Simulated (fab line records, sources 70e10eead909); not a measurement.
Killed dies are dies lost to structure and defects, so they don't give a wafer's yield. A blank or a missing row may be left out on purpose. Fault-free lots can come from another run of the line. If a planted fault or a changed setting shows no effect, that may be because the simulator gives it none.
Chamber matching | flow nand-harc | NHARC_A_CHANNEL_FILL_D2_CMP_10 on cmp-02: 4 sister chambers
The step polishes, target thk 150 nm. 14 wafers are shown with their chamber, then 7 later ones without.

## WAFERS WITH THEIR CHAMBER
wafer  | chamber | motor-current-A (A) | time-to-endpoint-s (s)
L074.3 | 2       | 15.3                | 15.2
L074.4 | 1       | 12.3                | 13.9
L074.6 | 2       | 14.8                | 18.7
L079.1 | 2       | 14.4                | 16.8
L079.4 | 0       | 12.4                | 15.4
L079.5 | 1       | 11.9                | 12.3
L083.1 | 3       | 13.6                | 16.0
L083.2 | 2       | 14.2                | 18.7
L083.6 | 1       | 11.8                | 12.8
L086.2 | 0       | 12.2                | 13.8
L086.4 | 3       | 13.0                | 16.8
L086.6 | 3       | 13.2                | 13.0
L087.2 | 2       | 13.3                | 16.4
L087.3 | 0       | 11.4                | 14.3

SIGNATURES (means of the wafers above)
reading            | chamber 0 | chamber 1 | chamber 2 | chamber 3 | scatter within a chamber
motor-current-A    | 12.000    | 12.000    | 14.400    | 13.267    | 0.557
time-to-endpoint-s | 14.500    | 13.000    | 17.160    | 15.267    | 1.41
Rule: a wafer's distance from a chamber is the root of the sum, over the readings, of the square of ((its reading less the chamber's mean) divided by the reading's scatter). The wafer belongs to the nearest chamber; if the next one is less than 2 further off, it can't be placed. The scatter is the square root of a quotient: the sum, over the shown wafers, of each reading's squared deviation from its chamber's mean, divided by wafers minus chambers.

## WAFERS WHOSE CHAMBER IS MISSING
wafer  | motor-current-A (A) | time-to-endpoint-s (s)
L087.5 | 14.2                | 15.1
L089.2 | 13.3                | 17.6
L089.3 | 14.1                | 18.2
L089.4 | 11.8                | 16.3
L095.1 | 13.1                | 15.2
L095.3 | 11.9                | 14.3
L095.5 | 13.0                | 13.6

## THE CHAMBER EACH PASSED THROUGH
wafer  | from the rows above          | in truth
L087.5 | can't be placed: 2 or 3      | 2
L089.2 | can't be placed: 3 or 2 or 0 | 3
L089.3 | can't be placed: 2 or 3      | 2
L089.4 | can't be placed: 0 or 1 or 3 | 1
L095.1 | can't be placed: 3 or 0      | 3
L095.3 | can't be placed: 0 or 1      | 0
L095.5 | can't be placed: 3 or 1 or 0 | 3
Placed correctly: 0 of 7. Cannot be placed on the basis of these rows: 7; the candidates contain the true chamber in 7. 0 placed wrongly.
